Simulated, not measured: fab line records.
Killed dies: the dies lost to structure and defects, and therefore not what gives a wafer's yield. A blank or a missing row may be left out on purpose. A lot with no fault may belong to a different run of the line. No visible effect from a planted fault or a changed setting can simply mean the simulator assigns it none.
Problem report, 8D (eight disciplines) form, completed by code + flow n5 finfet + the parts of the form that need people (team, actions taken, sign-off) are left out

== 1. THE ISSUE ==
Across 6 wafers from 2 lots, V1_OVL at N5_BEOL_M2_OVL_MEAS_29 averages 5.1 nm, while fault-free wafers read 0.1 nm with a standard deviation of 0.66. Measured from the usual mean, that is +7.6 standard deviations.
First seen on wafer L703.3, day 9 20:58, on overlay-02. The record has a number at this step for 30 wafers belonging to 10 lots. The rule behind "out" and "out of limits": a value lying over 4 standard deviations away from the usual mean. Any other wafer with a number is counted as sound.

== 2. WHAT IT IS AND WHAT IT IS NOT ==
| question                    | is                     | is not                                                                    |
|-----------------------------|------------------------|---------------------------------------------------------------------------|
| which readings at this step | V1_OVL                 | -                                                                         |
| which lots                  | L703, L708             | L690, L692, L693, L696, L700, L702, L709, L710                            |
| which wafers of those lots  | all that have a number | -                                                                         |
| read on which gauges        | overlay-02             | overlay-01                                                                |
| when                        | from day 9 20:58       | up to then (18 sound wafers); but 6 sound wafers of L709, L710 came after |

== 3. THE SUSPECTS, EACH WITH WHAT RULES IT OUT ==
Counting: a tool stays on the suspect list if, at a process step up to the reading, it processed all lots that are out and no sound lot following the first of them.
- the gauge at N5_BEOL_M2_OVL_MEAS_29: kept. All the wafers that are out were read on overlay-02, and no step on other tools shows them out.
- euv scanner-02 at N5_BEOL_M2_EXPOSE_25 (exposes mask V1, defocus 5 nm): kept. All lots that are out passed through it, beginning with L703 at day 9 20:48, and no sound lot followed; its final sound lot before that point was L702 at day 9 20:23.
After counting, euv scanner-02 at N5_BEOL_M2_EXPOSE_25 and overlay-02 at N5_BEOL_M2_OVL_MEAS_29 remain.

== 4. THE CAUSE (what the simulator had put in) ==
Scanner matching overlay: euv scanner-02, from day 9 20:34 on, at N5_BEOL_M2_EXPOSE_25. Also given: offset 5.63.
2 suspects survive the count, and this tool is in that group.

== 5. THE CHAIN OF EFFECTS, in route order ==
Each row: a reading where the mean over the struck wafers with a number is more than 3 standard deviations away from the usual. Only readings whose record carries a usual standard deviation are examined. hours: median over the lots of the time between each lot's start at the first step of this table that gives one and its start at this step. sigmas: the change, counted in usual standard deviations.
| hours | step                   | reading | usual  | on struck wafers | change | sigmas |
|-------|------------------------|---------|--------|------------------|--------|--------|
| 0     | N5_BEOL_M2_OVL_MEAS_29 | V1_OVL  | 0.1 nm | 5.1              | +5.0   | +7.6   |
At these later measuring or inspecting steps, every struck wafer for which the step has a row has a number for every such reading, and none has moved that far: N5_BEOL_M4_RC_MEAS_101.

== 6. HOW IT WOULD HAVE BEEN CAUGHT EARLIER ==
Counted from the fault's start at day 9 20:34, it took 0 hours until the first out-of-limits reading at a measuring or inspecting step in this record, taken at day 9 20:58.
L708, from the lots that are out (2), started N5_BEOL_M2_EXPOSE_25 on euv scanner-02 later than day 9 20:58. Holding the tool at that time would have saved it.
